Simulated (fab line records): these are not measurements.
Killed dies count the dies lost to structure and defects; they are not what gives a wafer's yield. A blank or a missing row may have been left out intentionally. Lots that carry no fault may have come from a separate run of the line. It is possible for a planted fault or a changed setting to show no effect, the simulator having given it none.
Which of the tools did it? :: flow n5-finfet :: Sampling: 24 lots, 72 wafers, 6 of 1938 route steps

WHAT EACH GAUGE READ, for each wafer
N5_BEOL_M3_INSPECT_59: inspects for defects (darkfield). Usual: raw-defect-count at 77, with a standard deviation of 24.
lot: L074
measured: day 8 04:57
on: defect-inspect-02
raw-defect-count: 93 119 73
flag: 

lot: L075
measured: day 8 05:04
on: defect-inspect-01
raw-defect-count: 40 27 79
flag: 

lot: L076
measured: day 8 08:43
on: defect-inspect-02
raw-defect-count: 58 121 92
flag: 

lot: L077
measured: day 8 11:37
on: defect-inspect-01
raw-defect-count: 115 93 77
flag: 

lot: L078
measured: day 8 20:08
on: defect-inspect-01
raw-defect-count: 70 62 109
flag: 

lot: L079
measured: day 9 00:56
on: defect-inspect-02
raw-defect-count: 53 107 99
flag: 

lot: L081
measured: day 9 19:37
on: defect-inspect-02
raw-defect-count: 61 54 53
flag: 

lot: L080
measured: day 9 21:20
on: defect-inspect-02
raw-defect-count: 50 82 97
flag: 

lot: L082
measured: day 9 22:30
on: defect-inspect-01
raw-defect-count: 51 32 37
flag: 

lot: L085
measured: day 10 03:04
on: defect-inspect-02
raw-defect-count: 91 85 76
flag: 

lot: L084
measured: day 10 03:12
on: defect-inspect-02
raw-defect-count: 74 76 78
flag: 

lot: L083
measured: day 10 03:43
on: defect-inspect-02
raw-defect-count: 105 95 94
flag: 

lot: L086
measured: day 11 00:41
on: defect-inspect-01
raw-defect-count: 72 58 64
flag: 

lot: L089
measured: day 11 19:31
on: defect-inspect-02
raw-defect-count: 101 79 91
flag: 

lot: L087
measured: day 11 19:59
on: defect-inspect-02
raw-defect-count: 56 87 94
flag: 

lot: L090
measured: day 11 21:49
on: defect-inspect-02
raw-defect-count: 66 52 41
flag: 

lot: L088
measured: day 12 02:53
on: defect-inspect-02
raw-defect-count: 55 92 99
flag: 

lot: L091
measured: day 12 03:10
on: defect-inspect-02
raw-defect-count: 96 85 144
flag: 

lot: L092
measured: day 12 03:31
on: defect-inspect-02
raw-defect-count: 71 60 54
flag: 

lot: L093
measured: day 12 09:47
on: defect-inspect-02
raw-defect-count: 120 65 63
flag: 

lot: L094
measured: day 12 12:58
on: defect-inspect-01
raw-defect-count: 87 50 71
flag: 

lot: L095
measured: day 12 22:40
on: defect-inspect-02
raw-defect-count: 101 74 134
flag: 

lot: L096
measured: day 13 18:13
on: defect-inspect-01
raw-defect-count: 90 91 68
flag: 

lot: L097
measured: day 15 12:07
on: defect-inspect-02
raw-defect-count: 52 76 64
flag: 

WHAT TOOL EACH LOT RAN ON (gives the tool, then ch and the chambers of the sampled wafers, and finally the start)
lot: L074
N5_BEOL_M3_DEGAS_44: pvd-sputter-03, day 8 00:01
N5_BEOL_M3_SURFACE_TREAT_85: pvd-sputter-02, day 8 00:20
N5_BEOL_M3_ANNEAL_95: pvd-sputter-01, day 8 03:49
N5_BEOL_M3_SPUTTER_96: pvd-sputter-01, day 8 03:55
N5_BEOL_M3_ANNEAL_51: rtp-anneal-02 ch 0, day 8 04:13

lot: L075
N5_BEOL_M3_DEGAS_44: pvd-sputter-01, day 8 00:04
N5_BEOL_M3_SURFACE_TREAT_85: pvd-sputter-03, day 8 00:23
N5_BEOL_M3_ANNEAL_95: pvd-sputter-02, day 8 03:51
N5_BEOL_M3_SPUTTER_96: pvd-sputter-02, day 8 03:59
N5_BEOL_M3_ANNEAL_51: rtp-anneal-01 ch 0, day 8 04:14

lot: L076
N5_BEOL_M3_DEGAS_44: pvd-sputter-03, day 8 04:57
N5_BEOL_M3_SURFACE_TREAT_85: pvd-sputter-02, day 8 05:21
N5_BEOL_M3_ANNEAL_95: pvd-sputter-02, day 8 07:11
N5_BEOL_M3_SPUTTER_96: pvd-sputter-02, day 8 07:20
N5_BEOL_M3_ANNEAL_51: rtp-anneal-01 ch 0, day 8 07:32

lot: L077
N5_BEOL_M3_DEGAS_44: pvd-sputter-01, day 8 07:48
N5_BEOL_M3_SURFACE_TREAT_85: pvd-sputter-02, day 8 08:08
N5_BEOL_M3_ANNEAL_95: pvd-sputter-01, day 8 10:22
N5_BEOL_M3_SPUTTER_96: pvd-sputter-01, day 8 10:31
N5_BEOL_M3_ANNEAL_51: rtp-anneal-01 ch 0, day 8 10:44

lot: L078
N5_BEOL_M3_DEGAS_44: pvd-sputter-03, day 8 16:32
N5_BEOL_M3_SURFACE_TREAT_85: pvd-sputter-03, day 8 16:58
N5_BEOL_M3_ANNEAL_95: pvd-sputter-03, day 8 18:52
N5_BEOL_M3_SPUTTER_96: pvd-sputter-03, day 8 19:01
N5_BEOL_M3_ANNEAL_51: rtp-anneal-01 ch 0, day 8 19:15

lot: L079
N5_BEOL_M3_DEGAS_44: pvd-sputter-01, day 8 20:39
N5_BEOL_M3_SURFACE_TREAT_85: pvd-sputter-03, day 8 21:20
N5_BEOL_M3_ANNEAL_95: pvd-sputter-03, day 8 23:25
N5_BEOL_M3_SPUTTER_96: pvd-sputter-03, day 8 23:33
N5_BEOL_M3_ANNEAL_51: rtp-anneal-02 ch 0, day 8 23:59

lot: L081
N5_BEOL_M3_DEGAS_44: pvd-sputter-02, day 9 15:57
N5_BEOL_M3_SURFACE_TREAT_85: pvd-sputter-03, day 9 16:20
N5_BEOL_M3_ANNEAL_95: pvd-sputter-02, day 9 18:19
N5_BEOL_M3_SPUTTER_96: pvd-sputter-02, day 9 18:27
N5_BEOL_M3_ANNEAL_51: rtp-anneal-01 ch 0, day 9 18:44

lot: L080
N5_BEOL_M3_DEGAS_44: pvd-sputter-03, day 9 15:59
N5_BEOL_M3_SURFACE_TREAT_85: pvd-sputter-01, day 9 16:32
N5_BEOL_M3_ANNEAL_95: pvd-sputter-03, day 9 20:07
N5_BEOL_M3_SPUTTER_96: pvd-sputter-03, day 9 20:16
N5_BEOL_M3_ANNEAL_51: rtp-anneal-02 ch 0, day 9 20:28

lot: L082
N5_BEOL_M3_DEGAS_44: pvd-sputter-02, day 9 19:01
N5_BEOL_M3_SURFACE_TREAT_85: pvd-sputter-01, day 9 19:25
N5_BEOL_M3_ANNEAL_95: pvd-sputter-02, day 9 21:17
N5_BEOL_M3_SPUTTER_96: pvd-sputter-02, day 9 21:26
N5_BEOL_M3_ANNEAL_51: rtp-anneal-02 ch 0, day 9 21:40

lot: L085
N5_BEOL_M3_DEGAS_44: pvd-sputter-02, day 9 23:35
N5_BEOL_M3_SURFACE_TREAT_85: pvd-sputter-01, day 9 23:56
N5_BEOL_M3_ANNEAL_95: pvd-sputter-02, day 10 01:51
N5_BEOL_M3_SPUTTER_96: pvd-sputter-02, day 10 01:59
N5_BEOL_M3_ANNEAL_51: rtp-anneal-02 ch 0, day 10 02:11

lot: L084
N5_BEOL_M3_DEGAS_44: pvd-sputter-02, day 9 23:40
N5_BEOL_M3_SURFACE_TREAT_85: pvd-sputter-01, day 10 00:03
N5_BEOL_M3_ANNEAL_95: pvd-sputter-01, day 10 01:57
N5_BEOL_M3_SPUTTER_96: pvd-sputter-01, day 10 02:05
N5_BEOL_M3_ANNEAL_51: rtp-anneal-01 ch 0, day 10 02:17

lot: L083
N5_BEOL_M3_DEGAS_44: pvd-sputter-02, day 9 23:45
N5_BEOL_M3_SURFACE_TREAT_85: pvd-sputter-01, day 10 00:05
N5_BEOL_M3_ANNEAL_95: pvd-sputter-03, day 10 02:26
N5_BEOL_M3_SPUTTER_96: pvd-sputter-03, day 10 02:34
N5_BEOL_M3_ANNEAL_51: rtp-anneal-01 ch 0, day 10 02:46

lot: L086
N5_BEOL_M3_DEGAS_44: pvd-sputter-01, day 10 20:28
N5_BEOL_M3_SURFACE_TREAT_85: pvd-sputter-01, day 10 21:14
N5_BEOL_M3_ANNEAL_95: pvd-sputter-01, day 10 23:27
N5_BEOL_M3_SPUTTER_96: pvd-sputter-01, day 10 23:35
N5_BEOL_M3_ANNEAL_51: rtp-anneal-01 ch 0, day 10 23:52

lot: L089
N5_BEOL_M3_DEGAS_44: pvd-sputter-02, day 11 15:26
N5_BEOL_M3_SURFACE_TREAT_85: pvd-sputter-01, day 11 15:49
N5_BEOL_M3_ANNEAL_95: pvd-sputter-02, day 11 17:42
N5_BEOL_M3_SPUTTER_96: pvd-sputter-02, day 11 17:50
N5_BEOL_M3_ANNEAL_51: rtp-anneal-01 ch 0, day 11 18:38

lot: L087
N5_BEOL_M3_DEGAS_44: pvd-sputter-03, day 11 15:33
N5_BEOL_M3_SURFACE_TREAT_85: pvd-sputter-03, day 11 16:02
N5_BEOL_M3_ANNEAL_95: pvd-sputter-01, day 11 17:58
N5_BEOL_M3_SPUTTER_96: pvd-sputter-01, day 11 18:06
N5_BEOL_M3_ANNEAL_51: rtp-anneal-02 ch 0, day 11 18:59

lot: L090
N5_BEOL_M3_DEGAS_44: pvd-sputter-01, day 11 18:26
N5_BEOL_M3_SURFACE_TREAT_85: pvd-sputter-03, day 11 18:46
N5_BEOL_M3_ANNEAL_95: pvd-sputter-02, day 11 20:37
N5_BEOL_M3_SPUTTER_96: pvd-sputter-02, day 11 20:45
N5_BEOL_M3_ANNEAL_51: rtp-anneal-01 ch 0, day 11 20:59

lot: L088
N5_BEOL_M3_DEGAS_44: pvd-sputter-01, day 11 23:21
N5_BEOL_M3_SURFACE_TREAT_85: pvd-sputter-03, day 11 23:43
N5_BEOL_M3_ANNEAL_95: pvd-sputter-03, day 12 01:40
N5_BEOL_M3_SPUTTER_96: pvd-sputter-03, day 12 01:48
N5_BEOL_M3_ANNEAL_51: rtp-anneal-01 ch 0, day 12 02:00

lot: L091
N5_BEOL_M3_DEGAS_44: pvd-sputter-01, day 11 23:40
N5_BEOL_M3_SURFACE_TREAT_85: pvd-sputter-03, day 12 00:00
N5_BEOL_M3_ANNEAL_95: pvd-sputter-01, day 12 01:56
N5_BEOL_M3_SPUTTER_96: pvd-sputter-01, day 12 02:04
N5_BEOL_M3_ANNEAL_51: rtp-anneal-01 ch 0, day 12 02:22

lot: L092
N5_BEOL_M3_DEGAS_44: pvd-sputter-01, day 11 23:51
N5_BEOL_M3_SURFACE_TREAT_85: pvd-sputter-01, day 12 00:16
N5_BEOL_M3_ANNEAL_95: pvd-sputter-02, day 12 02:19
N5_BEOL_M3_SPUTTER_96: pvd-sputter-02, day 12 02:27
N5_BEOL_M3_ANNEAL_51: rtp-anneal-01 ch 0, day 12 02:41

lot: L093
N5_BEOL_M3_DEGAS_44: pvd-sputter-02, day 12 06:17
N5_BEOL_M3_SURFACE_TREAT_85: pvd-sputter-03, day 12 06:38
N5_BEOL_M3_ANNEAL_95: pvd-sputter-02, day 12 08:31
N5_BEOL_M3_SPUTTER_96: pvd-sputter-02, day 12 08:39
N5_BEOL_M3_ANNEAL_51: rtp-anneal-02 ch 0, day 12 08:50

lot: L094
N5_BEOL_M3_DEGAS_44: pvd-sputter-02, day 12 09:08
N5_BEOL_M3_SURFACE_TREAT_85: pvd-sputter-03, day 12 09:30
N5_BEOL_M3_ANNEAL_95: pvd-sputter-03, day 12 11:42
N5_BEOL_M3_SPUTTER_96: pvd-sputter-03, day 12 11:50
N5_BEOL_M3_ANNEAL_51: rtp-anneal-02 ch 0, day 12 12:02

lot: L095
N5_BEOL_M3_DEGAS_44: pvd-sputter-02, day 12 18:58
N5_BEOL_M3_SURFACE_TREAT_85: pvd-sputter-02, day 12 19:26
N5_BEOL_M3_ANNEAL_95: pvd-sputter-03, day 12 21:27
N5_BEOL_M3_SPUTTER_96: pvd-sputter-03, day 12 21:35
N5_BEOL_M3_ANNEAL_51: rtp-anneal-01 ch 0, day 12 21:50

lot: L096
N5_BEOL_M3_DEGAS_44: pvd-sputter-03, day 13 14:48
N5_BEOL_M3_SURFACE_TREAT_85: pvd-sputter-03, day 13 15:10
N5_BEOL_M3_ANNEAL_95: pvd-sputter-01, day 13 17:00
N5_BEOL_M3_SPUTTER_96: pvd-sputter-01, day 13 17:08
N5_BEOL_M3_ANNEAL_51: rtp-anneal-01 ch 0, day 13 17:20

lot: L097
N5_BEOL_M3_DEGAS_44: pvd-sputter-02, day 14 05:05
N5_BEOL_M3_SURFACE_TREAT_85: pvd-sputter-02, day 14 05:29
N5_BEOL_M3_ANNEAL_95: pvd-sputter-03, day 15 10:31
N5_BEOL_M3_SPUTTER_96: pvd-sputter-03, day 15 10:40
N5_BEOL_M3_ANNEAL_51: rtp-anneal-01 ch 0, day 15 11:14
- N5_BEOL_M3_DEGAS_44: time 60 s.
- N5_BEOL_M3_SURFACE_TREAT_85
- N5_BEOL_M3_ANNEAL_95: time 240 s.
- N5_BEOL_M3_SPUTTER_96: material Cu, target thk 4.5 nm, time 8.29 s.
- N5_BEOL_M3_ANNEAL_51: time 90 s.

AS READ BY THE TOOLS THEMSELVES (means over the sampled wafers that have a number; for cases with no such wafer, the mark the record gives instead)
N5_BEOL_M3_DEGAS_44. Usual: heater-power-w at 340 W, with a standard deviation of 36.
lot: L074
tool: pvd-sputter-03
heater-power-w (W): 318
flag: 

lot: L075
tool: pvd-sputter-01
heater-power-w (W): 352
flag: 

lot: L076
tool: pvd-sputter-03
heater-power-w (W): 317
flag: 

lot: L077
tool: pvd-sputter-01
heater-power-w (W): 372
flag: 

lot: L078
tool: pvd-sputter-03
heater-power-w (W): 338
flag: 

lot: L079
tool: pvd-sputter-01
heater-power-w (W): 379
flag: 

lot: L081
tool: pvd-sputter-02
heater-power-w (W): 347
flag: 

lot: L080
tool: pvd-sputter-03
heater-power-w (W): 335
flag: 

lot: L082
tool: pvd-sputter-02
heater-power-w (W): 376
flag: 

lot: L085
tool: pvd-sputter-02
heater-power-w (W): 327
flag: 

lot: L084
tool: pvd-sputter-02
heater-power-w (W): 331
flag: 

lot: L083
tool: pvd-sputter-02
heater-power-w (W): 327
flag: 

lot: L086
tool: pvd-sputter-01
heater-power-w (W): 354
flag: 

lot: L089
tool: pvd-sputter-02
heater-power-w (W): 331
flag: 

lot: L087
tool: pvd-sputter-03
heater-power-w (W): 313
flag: 

lot: L090
tool: pvd-sputter-01
heater-power-w (W): 366
flag: 

lot: L088
tool: pvd-sputter-01
heater-power-w (W): 357
flag: 

lot: L091
tool: pvd-sputter-01
heater-power-w (W): 352
flag: 

lot: L092
tool: pvd-sputter-01
heater-power-w (W): 352
flag: 

lot: L093
tool: pvd-sputter-02
heater-power-w (W): 299
flag: 

lot: L094
tool: pvd-sputter-02
heater-power-w (W): 327
flag: 

lot: L095
tool: pvd-sputter-02
heater-power-w (W): 307
flag: 

lot: L096
tool: pvd-sputter-03
heater-power-w (W): 336
flag: 

lot: L097
tool: pvd-sputter-02
heater-power-w (W): 327
flag: 

N5_BEOL_M3_ANNEAL_95. Usual: heater-power-w at 846 W, with a standard deviation of 93.
lot: L074
tool: pvd-sputter-01
heater-power-w (W): 880
flag: 

lot: L075
tool: pvd-sputter-02
heater-power-w (W): 871
flag: 

lot: L076
tool: pvd-sputter-02
heater-power-w (W): 856
flag: 

lot: L077
tool: pvd-sputter-01
heater-power-w (W): 928
flag: 

lot: L078
tool: pvd-sputter-03
heater-power-w (W): 900
flag: 

lot: L079
tool: pvd-sputter-03
heater-power-w (W): 789
flag: 

lot: L081
tool: pvd-sputter-02
heater-power-w (W): 732
flag: 

lot: L080
tool: pvd-sputter-03
heater-power-w (W): 890
flag: 

lot: L082
tool: pvd-sputter-02
heater-power-w (W): 917
flag: 

lot: L085
tool: pvd-sputter-02
heater-power-w (W): 875
flag: 

lot: L084
tool: pvd-sputter-01
heater-power-w (W): 865
flag: 

lot: L083
tool: pvd-sputter-03
heater-power-w (W): 843
flag: 

lot: L086
tool: pvd-sputter-01
heater-power-w (W): 889
flag: 

lot: L089
tool: pvd-sputter-02
heater-power-w (W): 867
flag: 

lot: L087
tool: pvd-sputter-01
heater-power-w (W): 858
flag: 

lot: L090
tool: pvd-sputter-02
heater-power-w (W): 821
flag: 

lot: L088
tool: pvd-sputter-03
heater-power-w (W): 900
flag: 

lot: L091
tool: pvd-sputter-01
heater-power-w (W): 855
flag: 

lot: L092
tool: pvd-sputter-02
heater-power-w (W): 825
flag: 

lot: L093
tool: pvd-sputter-02
heater-power-w (W): 830
flag: 

lot: L094
tool: pvd-sputter-03
heater-power-w (W): 839
flag: 

lot: L095
tool: pvd-sputter-03
heater-power-w (W): 790
flag: 

lot: L096
tool: pvd-sputter-01
heater-power-w (W): 894
flag: 

lot: L097
tool: pvd-sputter-03
heater-power-w (W): 849
flag: 

N5_BEOL_M3_SPUTTER_96. Usual: throttle-valve-pct at 30.2 %, with a standard deviation of 1.1.
lot: L074
tool: pvd-sputter-01
throttle-valve-pct (%): 30.6
flag: 

lot: L075
tool: pvd-sputter-02
throttle-valve-pct (%): 29.0
flag: 

lot: L076
tool: pvd-sputter-02
throttle-valve-pct (%): 29.1
flag: 

lot: L077
tool: pvd-sputter-01
throttle-valve-pct (%): 30.8
flag: 

lot: L078
tool: pvd-sputter-03
throttle-valve-pct (%): 30.2
flag: 

lot: L079
tool: pvd-sputter-03
throttle-valve-pct (%): 31.2
flag: 

lot: L081
tool: pvd-sputter-02
throttle-valve-pct (%): 29.8
flag: 

lot: L080
tool: pvd-sputter-03
throttle-valve-pct (%): 30.7
flag: 

lot: L082
tool: pvd-sputter-02
throttle-valve-pct (%): 28.6
flag: 

lot: L085
tool: pvd-sputter-02
throttle-valve-pct (%): 29.0
flag: 

lot: L084
tool: pvd-sputter-01
throttle-valve-pct (%): 31.2
flag: 

lot: L083
tool: pvd-sputter-03
throttle-valve-pct (%): 30.4
flag: 

lot: L086
tool: pvd-sputter-01
throttle-valve-pct (%): 30.5
flag: 

lot: L089
tool: pvd-sputter-02
throttle-valve-pct (%): 29.1
flag: 

lot: L087
tool: pvd-sputter-01
throttle-valve-pct (%): 31.2
flag: 

lot: L090
tool: pvd-sputter-02
throttle-valve-pct (%): 29.1
flag: 

lot: L088
tool: pvd-sputter-03
throttle-valve-pct (%): 30.1
flag: 

lot: L091
tool: pvd-sputter-01
throttle-valve-pct (%): 31.2
flag: 

lot: L092
tool: pvd-sputter-02
throttle-valve-pct (%): 29.1
flag: 

lot: L093
tool: pvd-sputter-02
throttle-valve-pct (%): 29.1
flag: 

lot: L094
tool: pvd-sputter-03
throttle-valve-pct (%): 31.1
flag: 

lot: L095
tool: pvd-sputter-03
throttle-valve-pct (%): 30.5
flag: 

lot: L096
tool: pvd-sputter-01
throttle-valve-pct (%): 31.4
flag: 

lot: L097
tool: pvd-sputter-03
throttle-valve-pct (%): 30.3
flag: 

N5_BEOL_M3_ANNEAL_51. Usual: wafer_temp_C_max at 225.91, with a standard deviation of 0.28.
lot: L074
tool: rtp-anneal-02
wafer_temp_C_max: 226.11
flag: 

lot: L075
tool: rtp-anneal-01
wafer_temp_C_max: 225.85
flag: 

lot: L076
tool: rtp-anneal-01
wafer_temp_C_max: 225.57
flag: 

lot: L077
tool: rtp-anneal-01
wafer_temp_C_max: 225.95
flag: 

lot: L078
tool: rtp-anneal-01
wafer_temp_C_max: 225.94
flag: 

lot: L079
tool: rtp-anneal-02
wafer_temp_C_max: 226.33
flag: 

lot: L081
tool: rtp-anneal-01
wafer_temp_C_max: 225.77
flag: 

lot: L080
tool: rtp-anneal-02
wafer_temp_C_max: 225.99
flag: 

lot: L082
tool: rtp-anneal-02
wafer_temp_C_max: 226.22
flag: 

lot: L085
tool: rtp-anneal-02
wafer_temp_C_max: 226.25
flag: 

lot: L084
tool: rtp-anneal-01
wafer_temp_C_max: 225.97
flag: 

lot: L083
tool: rtp-anneal-01
wafer_temp_C_max: 225.67
flag: 

lot: L086
tool: rtp-anneal-01
wafer_temp_C_max: 225.88
flag: 

lot: L089
tool: rtp-anneal-01
wafer_temp_C_max: 225.91
flag: 

lot: L087
tool: rtp-anneal-02
wafer_temp_C_max: 226.31
flag: 

lot: L090
tool: rtp-anneal-01
wafer_temp_C_max: 225.67
flag: 

lot: L088
tool: rtp-anneal-01
wafer_temp_C_max: 225.80
flag: 

lot: L091
tool: rtp-anneal-01
wafer_temp_C_max: 225.88
flag: 

lot: L092
tool: rtp-anneal-01
wafer_temp_C_max: 225.78
flag: 

lot: L093
tool: rtp-anneal-02
wafer_temp_C_max: 226.11
flag: 

lot: L094
tool: rtp-anneal-02
wafer_temp_C_max: 226.26
flag: 

lot: L095
tool: rtp-anneal-01
wafer_temp_C_max: 225.81
flag: 

lot: L096
tool: rtp-anneal-01
wafer_temp_C_max: 225.91
flag: 

lot: L097
tool: rtp-anneal-01
wafer_temp_C_max: 225.66
flag: 

THE ANSWER, worked out from the rows above alone
Rule: lot off if the mean of its wafers having a number is beyond 3 standard deviations from the usual mean. A lot without any number at a reading at which 4 lots or more have one is off too. The other lots that the step has rows for count as sound. First the gauges in route order, then the tools' own readings, where a lot's mean is used as printed above. The first step at which some lot is off is used, and at that step the reading that is off furthest; a lot without a number counts as furthest.
None of the lots is off at any reading shown; this tells nothing.

WHAT THE SIMULATOR HAD INSERTED
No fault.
